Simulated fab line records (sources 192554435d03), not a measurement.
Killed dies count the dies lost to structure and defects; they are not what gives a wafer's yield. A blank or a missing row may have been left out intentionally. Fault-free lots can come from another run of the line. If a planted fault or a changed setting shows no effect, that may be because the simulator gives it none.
Matching of chambers :: flow n5Finfet :: N5_HKMG_FIN_ALD_21 on aldMetal-01 has 4 sister chambers
The step deposits TiN, target thk 1.5 nm, pulse time 1 s, purge time 3 s. 8 wafers are shown with their chamber, then 7 later ones without.

## EACH WAFER AND ITS CHAMBER
wafer: L076.5
chamber: 3
heaterPowerW (W): 764
heaterPowerOuterW (W): 458

wafer: L075.4
chamber: 1
heaterPowerW (W): 1117
heaterPowerOuterW (W): 653

wafer: L075.5
chamber: 1
heaterPowerW (W): 1080
heaterPowerOuterW (W): 638

wafer: L075.6
chamber: 2
heaterPowerW (W): 879
heaterPowerOuterW (W): 540

wafer: L077.5
chamber: 3
heaterPowerW (W): 763
heaterPowerOuterW (W): 460

wafer: L077.6
chamber: 0
heaterPowerW (W): 926
heaterPowerOuterW (W): 607

wafer: L088.2
chamber: 2
heaterPowerW (W): 878
heaterPowerOuterW (W): 546

wafer: L088.3
chamber: 0
heaterPowerW (W): 934
heaterPowerOuterW (W): 578

## WAFERS WHOSE CHAMBER IS MISSING
wafer: L088.5
heaterPowerW (W): 781
heaterPowerOuterW (W): 461

wafer: L091.1
heaterPowerW (W): 915
heaterPowerOuterW (W): 586

wafer: L091.3
heaterPowerW (W): 770
heaterPowerOuterW (W): 458

wafer: L091.6
heaterPowerW (W): 915
heaterPowerOuterW (W): 537

wafer: L095.2
heaterPowerW (W): 929
heaterPowerOuterW (W): 592

wafer: L095.3
heaterPowerW (W): 1071
heaterPowerOuterW (W): 665

wafer: L095.6
heaterPowerW (W): 733
heaterPowerOuterW (W): 460

## EACH ONE'S CHAMBER
wafer: L088.5
from the rows above: 3
in truth: 3

wafer: L091.1
from the rows above: 0
in truth: 0

wafer: L091.3
from the rows above: 3
in truth: 3

wafer: L091.6
from the rows above: 2
in truth: 2

wafer: L095.2
from the rows above: 0
in truth: 0

wafer: L095.3
from the rows above: 1
in truth: 1

wafer: L095.6
from the rows above: 3
in truth: 3
7 of 7 placed correctly. Can't be placed from these rows: 0. Wrongly placed: 0.
How it was worked out, from the rows above alone: a wafer's distance from a chamber is the root of the sum, over the readings, of the square of ((its reading less the chamber's mean) divided by the reading's scatter). The wafer belongs to the nearest chamber; if the next one is less than 2 further off, it can't be placed. A chamber's mean is the mean of its shown wafers. The scatter: the root of (the sum of the squares of (reading less its chamber's mean) over the shown wafers, divided by (wafers less chambers)).
